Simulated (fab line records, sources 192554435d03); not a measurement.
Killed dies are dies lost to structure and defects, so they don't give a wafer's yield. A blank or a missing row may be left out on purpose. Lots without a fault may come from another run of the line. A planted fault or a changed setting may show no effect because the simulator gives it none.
Which tool did it? | flow n5_finfet | 24 lots, 72 wafers sampled, at 5 steps of a route of 1938

WHAT THE GAUGES READ, wafer by wafer
N5_DUMMY_GATE_INSPECT_27: inspects for defects (brightfield). Usual: raw_defect_count 299, standard deviation 82.
lot  | measured    | on                | raw_defect_count | flag
L074 | day 2 22:44 | defect_inspect-02 | 295 288 323      |
L075 | day 3 04:19 | defect_inspect-01 | 385 243 273      |
L076 | day 3 13:10 | defect_inspect-01 | 335 312 410      |
L077 | day 3 17:23 | defect_inspect-01 | 268 234 306      |
L078 | day 3 22:41 | defect_inspect-01 | 239 208 253      |
L079 | day 4 05:55 | defect_inspect-02 | 323 234 337      |
L080 | day 4 13:31 | defect_inspect-01 | 317 235 281      |
L081 | day 4 19:37 | defect_inspect-01 | 205 309 248      |
L082 | day 4 22:31 | defect_inspect-01 | 229 177 184      |
L083 | day 5 06:02 | defect_inspect-01 | 363 406 302      |
L084 | day 5 09:53 | defect_inspect-02 | 238 295 225      |
L085 | day 5 16:23 | defect_inspect-02 | 210 207 167      |
L086 | day 5 23:20 | defect_inspect-01 | 287 268 560      |
L087 | day 6 05:05 | defect_inspect-01 | 216 149 378      |
L088 | day 6 11:03 | defect_inspect-02 | 213 226 183      |
L089 | day 6 19:26 | defect_inspect-02 | 409 418 302      |
L090 | day 7 01:01 | defect_inspect-01 | 287 282 319      |
L091 | day 7 07:04 | defect_inspect-01 | 422 343 287      |
L093 | day 7 19:29 | defect_inspect-01 | 379 343 419      |
L092 | day 7 23:26 | defect_inspect-02 | 551 341 367      |
L094 | day 8 02:56 | defect_inspect-01 | 357 275 254      |
L095 | day 8 05:08 | defect_inspect-01 | 276 170 334      |
L096 | day 8 11:05 | defect_inspect-02 | 257 298 285      |
L097 | day 8 16:34 | defect_inspect-02 | 178 318 303      |

WHICH TOOL RAN EACH LOT (tool, then ch and the chambers of the sampled wafers, then the start)
lot  | N5_STI_FIN_REVEAL_DENSIFY_30    | N5_STI_FIN_REVEAL_ETCH_34       | N5_DUMMY_GATE_HM_OPEN_21          | N5_DUMMY_GATE_ETCH_44
L074 | rtp_anneal-01 ch 0, day 2 09:13 | rie_si-06 ch 1,2,3, day 2 12:16 | rie_diel-01 ch 0,1,2, day 2 22:05 | rie_si-03 ch 1,3, day 2 22:20
L075 | rtp_anneal-02 ch 0, day 2 15:11 | rie_si-04 ch 0,3, day 2 17:44   | rie_diel-06 ch 0,1, day 3 03:40   | rie_si-03 ch 0,2, day 3 03:55
L076 | rtp_anneal-01 ch 0, day 2 22:32 | rie_si-04 ch 0,1, day 3 01:04   | rie_diel-06 ch 2,3, day 3 12:31   | rie_si-05 ch 1,2, day 3 12:46
L077 | rtp_anneal-02 ch 0, day 3 03:44 | rie_si-06 ch 1,3, day 3 06:23   | rie_diel-01 ch 2,3, day 3 16:45   | rie_si-03 ch 0,1,3, day 3 17:00
L078 | rtp_anneal-02 ch 0, day 3 09:29 | rie_si-04 ch 1,2, day 3 12:01   | rie_diel-03 ch 1,3, day 3 22:01   | rie_si-03 ch 1,2, day 3 22:16
L079 | rtp_anneal-01 ch 0, day 3 14:48 | rie_si-04 ch 0,2, day 3 17:22   | rie_diel-06 ch 0,3, day 4 05:08   | rie_si-02 ch 0,1, day 4 05:23
L080 | rtp_anneal-02 ch 0, day 3 22:00 | rie_si-06 ch 1,2,3, day 4 00:44 | rie_diel-03 ch 0,2, day 4 12:52   | rie_si-05 ch 1,3, day 4 13:07
L081 | rtp_anneal-02 ch 0, day 4 02:35 | rie_si-04 ch 0,2,3, day 4 05:05 | rie_diel-06 ch 0,2,3, day 4 18:59 | rie_si-03 ch 1,2, day 4 19:14
L082 | rtp_anneal-02 ch 0, day 4 08:50 | rie_si-06 ch 0,2,3, day 4 11:23 | rie_diel-03 ch 2,3, day 4 21:50   | rie_si-05 ch 0,2,3, day 4 22:05
L083 | rtp_anneal-01 ch 0, day 4 14:59 | rie_si-06 ch 0,2,3, day 4 17:36 | rie_diel-06 ch 1,2, day 5 05:20   | rie_si-05 ch 1,2, day 5 05:35
L084 | rtp_anneal-01 ch 0, day 4 20:25 | rie_si-06 ch 0,1,2, day 4 22:56 | rie_diel-06 ch 0,1,3, day 5 09:13 | rie_si-02 ch 1,2, day 5 09:28
L085 | rtp_anneal-02 ch 0, day 5 03:08 | rie_si-04 ch 1,2,3, day 5 05:41 | rie_diel-06 ch 0,1,3, day 5 15:45 | rie_si-05 ch 0,2,3, day 5 16:00
L086 | rtp_anneal-01 ch 0, day 5 10:04 | rie_si-01 ch 0,1,2, day 5 12:37 | rie_diel-01 ch 1,2,3, day 5 22:33 | rie_si-02 ch 0,1,2, day 5 22:48
L087 | rtp_anneal-01 ch 0, day 5 16:01 | rie_si-06 ch 0,2, day 5 18:32   | rie_diel-06 ch 0,1,2, day 6 04:25 | rie_si-05 ch 0,1,3, day 6 04:40
L088 | rtp_anneal-01 ch 0, day 5 20:47 | rie_si-04 ch 0,1,3, day 5 23:22 | rie_diel-06 ch 0,1,3, day 6 10:24 | rie_si-02 ch 0,2,3, day 6 10:39
L089 | rtp_anneal-01 ch 0, day 6 06:10 | rie_si-04 ch 0,1,2, day 6 08:42 | rie_diel-06 ch 2,3, day 6 18:44   | rie_si-02 ch 0,3, day 6 18:59
L090 | rtp_anneal-02 ch 0, day 6 11:35 | rie_si-04 ch 0,1,2, day 6 14:09 | rie_diel-03 ch 1,2, day 7 00:22   | rie_si-02 ch 1,2, day 7 00:37
L091 | rtp_anneal-02 ch 0, day 6 15:07 | rie_si-06 ch 0,1, day 6 19:13   | rie_diel-06 ch 1,2, day 7 06:25   | rie_si-03 ch 2,3, day 7 06:40
L093 | rtp_anneal-02 ch 0, day 7 06:08 | rie_si-04 ch 0,2,3, day 7 08:39 | rie_diel-06 ch 1,3, day 7 18:41   | rie_si-05 ch 0,2,3, day 7 18:56
L092 | rtp_anneal-02 ch 0, day 7 08:33 | rie_si-04 ch 0,2,3, day 7 11:14 | rie_diel-01 ch 0,1,3, day 7 22:44 | rie_si-02 ch 0,2,3, day 7 22:59
L094 | rtp_anneal-02 ch 0, day 7 10:26 | rie_si-01 ch 0,2,3, day 7 13:08 | rie_diel-06 ch 0,1, day 8 02:17   | rie_si-05 ch 0,2,3, day 8 02:32
L095 | rtp_anneal-02 ch 0, day 7 14:53 | rie_si-01 ch 0,1,2, day 7 17:29 | rie_diel-03 ch 1,3, day 8 04:29   | rie_si-05 ch 1,3, day 8 04:44
L096 | rtp_anneal-02 ch 0, day 7 21:41 | rie_si-06 ch 0,3, day 8 00:15   | rie_diel-03 ch 0,1, day 8 10:27   | rie_si-03 ch 0,2,3, day 8 10:42
L097 | rtp_anneal-02 ch 0, day 8 03:11 | rie_si-04 ch 1,3, day 8 05:44   | rie_diel-06 ch 0,3, day 8 15:55   | rie_si-05 ch 2,3, day 8 16:10
- N5_STI_FIN_REVEAL_DENSIFY_30
- N5_STI_FIN_REVEAL_ETCH_34: etches Si in H2, material Si, target depth 0.97 nm.
- N5_DUMMY_GATE_HM_OPEN_21: chemistry CH3F/O2, target SiNx, target depth 120 nm, time 171.4 s.
- N5_DUMMY_GATE_ETCH_44: etches poly-Si in HBr/O2, stops on SiO2, target depth 127.5 nm.

WHAT THE TOOLS THEMSELVES READ (means of the sampled wafers that have a number; where no wafer has one, the mark that the record gives instead)
N5_STI_FIN_REVEAL_DENSIFY_30. Usual: lamp_power_pct 11.54 %, standard deviation 0.057.
lot  | tool          | lamp_power_pct (%) | flag
L074 | rtp_anneal-01 | 11.56              |
L075 | rtp_anneal-02 | 11.53              |
L076 | rtp_anneal-01 | 11.51              |
L077 | rtp_anneal-02 | 11.49              |
L078 | rtp_anneal-02 | 11.51              |
L079 | rtp_anneal-01 | 11.55              |
L080 | rtp_anneal-02 | 11.45              |
L081 | rtp_anneal-02 | 11.52              |
L082 | rtp_anneal-02 | 11.50              |
L083 | rtp_anneal-01 | 11.57              |
L084 | rtp_anneal-01 | 11.54              |
L085 | rtp_anneal-02 | 11.48              |
L086 | rtp_anneal-01 | 11.56              |
L087 | rtp_anneal-01 | 11.56              |
L088 | rtp_anneal-01 | 11.56              |
L089 | rtp_anneal-01 | 11.49              |
L090 | rtp_anneal-02 | 11.58              |
L091 | rtp_anneal-02 | 11.52              |
L093 | rtp_anneal-02 | 11.47              |
L092 | rtp_anneal-02 | 11.51              |
L094 | rtp_anneal-02 | 11.48              |
L095 | rtp_anneal-02 | 11.52              |
L096 | rtp_anneal-02 | 11.62              |
L097 | rtp_anneal-02 | 11.54              |

N5_STI_FIN_REVEAL_ETCH_34. Usual: drypump_motor_current_A 5.6 A, standard deviation 0.39; oes_product_au 0.999 a.u., standard deviation 0.025; throttle_valve_pct 25.7 %, standard deviation 0.45.
lot  | tool      | drypump_motor_current_A (A) | oes_product_au (a.u.) | throttle_valve_pct (%) | flag
L074 | rie_si-06 | 5.5                         | 0.999                 | 25.9                   |
L075 | rie_si-04 | 5.1                         | 0.996                 | 25.7                   |
L076 | rie_si-04 | 6.0                         | 0.976                 | 25.5                   |
L077 | rie_si-06 | 5.8                         | 1.004                 | 25.7                   |
L078 | rie_si-04 | 6.1                         | 0.990                 | 25.3                   |
L079 | rie_si-04 | 5.4                         | 1.022                 | 26.1                   |
L080 | rie_si-06 | 5.5                         | 0.998                 | 25.9                   |
L081 | rie_si-04 | 5.3                         | 1.008                 | 25.8                   |
L082 | rie_si-06 | 5.6                         | 1.013                 | 25.7                   |
L083 | rie_si-06 | 5.6                         | 1.000                 | 25.7                   |
L084 | rie_si-06 | 5.4                         | 0.984                 | 25.8                   |
L085 | rie_si-04 | 5.6                         | 0.984                 | 25.5                   |
L086 | rie_si-01 | 5.5                         | 1.008                 | 26.3                   |
L087 | rie_si-06 | 5.5                         | 0.986                 | 25.5                   |
L088 | rie_si-04 | 5.6                         | 0.987                 | 25.5                   |
L089 | rie_si-04 | 5.8                         | 1.006                 | 25.7                   |
L090 | rie_si-04 | 5.7                         | 0.998                 | 25.7                   |
L091 | rie_si-06 | 5.5                         | 0.983                 | 25.7                   |
L093 | rie_si-04 | 5.3                         | 1.003                 | 25.8                   |
L092 | rie_si-04 | 5.3                         | 1.010                 | 25.8                   |
L094 | rie_si-01 | 5.7                         | 1.032                 | 26.2                   |
L095 | rie_si-01 | 5.6                         | 1.020                 | 26.3                   |
L096 | rie_si-06 | 5.9                         | 1.022                 | 25.5                   |
L097 | rie_si-04 | 5.5                         | 0.969                 | 25.3                   |

N5_DUMMY_GATE_HM_OPEN_21. Usual: drypump_motor_current_A 5.6 A, standard deviation 0.58; mfc_ar_sccm 150.0 sccm, standard deviation 0.49; oes_product_au 0.78 a.u., standard deviation 0.085; rf_vpp_V 300 V, standard deviation 8.5; showerhead_plenum_p_Torr 2.03 Torr, standard deviation 0.061; throttle_valve_pct 16.43 %, standard deviation 0.23.
lot  | tool        | drypump_motor_current_A (A) | mfc_ar_sccm (sccm) | oes_product_au (a.u.) | rf_vpp_V (V) | showerhead_plenum_p_Torr (Torr) | throttle_valve_pct (%) | flag
L074 | rie_diel-01 | 5.3                         | 150.5              | 0.80                  | 294          | 2.07                            | 16.49                  |
L075 | rie_diel-06 | 5.5                         | 150.1              | 0.77                  | 293          | 1.99                            | 16.48                  |
L076 | rie_diel-06 | 5.5                         | 149.8              | 0.78                  | 312          | 2.08                            | 16.35                  |
L077 | rie_diel-01 | 6.0                         | 150.2              | 0.82                  | 293          | 2.02                            | 16.47                  |
L078 | rie_diel-03 | 5.6                         | 149.8              | 0.69                  | 295          | 2.08                            | 16.60                  |
L079 | rie_diel-06 | 5.9                         | 150.2              | 0.82                  | 310          | 2.07                            | 16.42                  |
L080 | rie_diel-03 | 6.5                         | 150.1              | 0.68                  | 303          | 2.03                            | 16.61                  |
L081 | rie_diel-06 | 5.6                         | 150.1              | 0.87                  | 307          | 2.02                            | 16.29                  |
L082 | rie_diel-03 | 5.8                         | 149.4              | 0.71                  | 298          | 2.06                            | 16.67                  |
L083 | rie_diel-06 | 5.0                         | 150.0              | 0.81                  | 293          | 2.00                            | 16.29                  |
L084 | rie_diel-06 | 5.6                         | 150.2              | 0.77                  | 302          | 2.02                            | 16.48                  |
L085 | rie_diel-06 | 5.7                         | 150.0              | 0.77                  | 303          | 2.02                            | 16.48                  |
L086 | rie_diel-01 | 5.6                         | 150.0              | 0.77                  | 295          | 2.02                            | 16.47                  |
L087 | rie_diel-06 | 5.4                         | 149.8              | 0.81                  | 297          | 1.98                            | 16.35                  |
L088 | rie_diel-06 | 5.7                         | 150.1              | 0.77                  | 301          | 2.02                            | 16.49                  |
L089 | rie_diel-06 | 5.2                         | 149.7              | 0.88                  | 308          | 2.03                            | 16.09                  |
L090 | rie_diel-03 | 6.3                         | 149.6              | 0.77                  | 300          | 2.02                            | 16.55                  |
L091 | rie_diel-06 | 5.0                         | 149.8              | 0.79                  | 293          | 1.99                            | 16.31                  |
L093 | rie_diel-06 | 5.3                         | 149.9              | 0.76                  | 298          | 2.04                            | 16.46                  |
L092 | rie_diel-01 | 5.3                         | 150.1              | 0.73                  | 294          | 2.01                            | 16.59                  |
L094 | rie_diel-06 | 5.4                         | 149.7              | 0.72                  | 292          | 1.98                            | 16.56                  |
L095 | rie_diel-03 | 5.6                         | 149.3              | 0.85                  | 296          | 2.07                            | 16.34                  |
L096 | rie_diel-03 | 6.2                         | 150.5              | 0.74                  | 304          | 2.07                            | 16.32                  |
L097 | rie_diel-06 | 5.9                         | 149.6              | 0.78                  | 310          | 2.06                            | 16.48                  |

N5_DUMMY_GATE_ETCH_44. Usual: drypump_motor_current_A 5.5 A, standard deviation 0.55; oes_product_au 0.725 a.u., standard deviation 0.012; throttle_valve_pct 18.48 %, standard deviation 0.17.
lot  | tool      | drypump_motor_current_A (A) | oes_product_au (a.u.) | throttle_valve_pct (%) | flag
L074 | rie_si-03 | 6.3                         | 0.725                 | 18.43                  |
L075 | rie_si-03 | 5.4                         | 0.719                 | 18.30                  |
L076 | rie_si-05 | 5.4                         | 0.725                 | 18.64                  |
L077 | rie_si-03 | 5.8                         | 0.716                 | 18.39                  |
L078 | rie_si-03 | 6.1                         | 0.717                 | 18.57                  |
L079 | rie_si-02 | 5.2                         | 0.742                 | 18.64                  |
L080 | rie_si-05 | 5.5                         | 0.723                 | 18.45                  |
L081 | rie_si-03 | 5.9                         | 0.713                 | 18.62                  |
L082 | rie_si-05 | 5.0                         | 0.717                 | 18.53                  |
L083 | rie_si-05 | 5.6                         | 0.728                 | 18.52                  |
L084 | rie_si-02 | 5.1                         | 0.724                 | 18.57                  |
L085 | rie_si-05 | 5.0                         | 0.730                 | 18.54                  |
L086 | rie_si-02 | 5.1                         | 0.740                 | 18.60                  |
L087 | rie_si-05 | 5.2                         | 0.719                 | 18.42                  |
L088 | rie_si-02 | 5.3                         | 0.723                 | 18.55                  |
L089 | rie_si-02 | 5.6                         | 0.732                 | 18.44                  |
L090 | rie_si-02 | 5.0                         | 0.722                 | 18.56                  |
L091 | rie_si-03 | 6.4                         | 0.732                 | 18.39                  |
L093 | rie_si-05 | 5.0                         | 0.721                 | 18.52                  |
L092 | rie_si-02 | 5.2                         | 0.735                 | 18.55                  |
L094 | rie_si-05 | 5.0                         | 0.724                 | 18.53                  |
L095 | rie_si-05 | 5.1                         | 0.714                 | 18.47                  |
L096 | rie_si-03 | 5.9                         | 0.718                 | 18.34                  |
L097 | rie_si-05 | 5.0                         | 0.724                 | 18.67                  |

THE ANSWER, worked out from the rows above alone
Rule: a lot is off if the mean of its wafers that have a number lies more than 3 standard deviations from the usual mean. A lot without any number at a reading at which 4 lots or more have one is off too. The other lots that the step has rows for count as sound. The gauges are gone through in route order, then the tools' own readings, and for those a lot's mean is taken as printed above. The first step at which some lot is off is used, and at that step the reading that is off furthest; a lot without a number counts as furthest.
No lot is off at any reading shown: from this, nothing can be told.

WHAT THE SIMULATOR HAD PUT IN
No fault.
